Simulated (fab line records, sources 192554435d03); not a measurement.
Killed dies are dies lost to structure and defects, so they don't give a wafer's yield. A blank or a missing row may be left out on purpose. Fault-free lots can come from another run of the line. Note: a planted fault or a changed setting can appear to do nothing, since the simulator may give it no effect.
Chamber matching | flow n5 finfet | 3 sister chambers for N5_FIN_SAQP_PECVD_06 on pecvd-02
The step deposits a-Si from SiH4/He, target thk 60 nm, time 48.1 s. 6 wafers are shown with their chamber, then 10 later ones without.

WAFERS PAIRED WITH THEIR CHAMBERS
wafer  | chamber | throttle valve pct (%) | showerhead plenum p Torr (Torr)
L081.6 | 1       | 19.1                   | 5.67
L084.6 | 1       | 19.3                   | 5.67
L086.4 | 2       | 17.9                   | 5.62
L086.6 | 0       | 19.6                   | 5.69
L089.3 | 0       | 19.0                   | 5.70
L089.4 | 2       | 17.5                   | 5.62

WAFERS WITHOUT THEIR CHAMBER
wafer  | throttle valve pct (%) | showerhead plenum p Torr (Torr)
L089.6 | 19.3                   | 5.68
L091.1 | 19.2                   | 5.68
L091.2 | 17.7                   | 5.60
L091.6 | 19.4                   | 5.69
L094.2 | 17.8                   | 5.59
L094.3 | 19.4                   | 5.69
L094.5 | 17.6                   | 5.60
L097.1 | 19.4                   | 5.69
L097.4 | 19.4                   | 5.69
L097.5 | 18.9                   | 5.67

WHICH CHAMBER EACH WENT THROUGH
wafer  | from the rows above     | in truth
L089.6 | can't be placed: 1 or 0 | 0
L091.1 | can't be placed: 1 or 0 | 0
L091.2 | 2                       | 2
L091.6 | 0                       | 0
L094.2 | 2                       | 2
L094.3 | 0                       | 0
L094.5 | 2                       | 2
L097.1 | 0                       | 0
L097.4 | 0                       | 0
L097.5 | 1                       | 1
Correct placement for 8 of the 10. Can't be placed from these rows: 2 (the true chamber is among the candidates in 2). 0 placed wrongly.
How it was worked out, from the rows above alone: a wafer's distance from a chamber is the root of the sum, over the readings, of the square of ((its reading less the chamber's mean) divided by the reading's scatter). The wafer belongs to the nearest chamber; if the next one is less than 2 further off, it can't be placed. A chamber's mean is the mean of its shown wafers. How the scatter is found: for the shown wafers, subtract from each reading the mean of its chamber, square and add these, divide the total by (wafers less chambers), then take the root.
